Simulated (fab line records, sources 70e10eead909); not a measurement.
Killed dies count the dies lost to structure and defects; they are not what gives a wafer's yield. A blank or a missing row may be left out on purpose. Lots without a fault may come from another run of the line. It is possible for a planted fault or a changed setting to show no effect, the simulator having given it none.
Matching of chambers | flow nand harc | 4 sister chambers for NHARC_A_STAIRCASE_DESCUM_11 on rie diel-04
The step chemistry O2, time 3 s. 4 wafers are shown with their chamber, then 10 later ones without.

## EACH WAFER AND ITS CHAMBER
wafer  | chamber | drypump motor current A (A)
L081.4 | 2       | 5.4
L085.6 | 0       | 5.9
L089.1 | 3       | 6.7
L089.4 | 1       | 4.9

## WAFERS WITH NO CHAMBER GIVEN
wafer  | drypump motor current A (A)
L089.5 | 5.9
L090.2 | 5.9
L090.4 | 5.4
L090.5 | 6.7
L090.1 | 5.0
L090.3 | 6.7
L090.6 | 5.4
L094.4 | 6.6
L094.5 | 5.9
L094.6 | 5.0

## WHICH CHAMBER EACH WENT THROUGH
wafer  | from the rows above | in truth
L089.5 | 0                   | 0
L090.2 | 0                   | 0
L090.4 | 2                   | 2
L090.5 | 3                   | 3
L090.1 | 1                   | 1
L090.3 | 3                   | 3
L090.6 | 2                   | 2
L094.4 | 3                   | 3
L094.5 | 0                   | 0
L094.6 | 1                   | 1
Placed correctly: 10 of 10. Number that these rows cannot place: 0. 0 placed wrongly.
How it was worked out, from the rows above alone: a wafer's distance from a chamber is the root of the sum, over the readings, of the square of ((its reading less the chamber's mean) divided by the reading's scatter). The wafer belongs to the nearest chamber; if the next one is less than 2 further off, it can't be placed. A chamber's mean is the mean of its shown wafers. The scatter: with one shown wafer a chamber, the root of the mean of the squares of how far each hidden wafer lies from its nearest shown one.
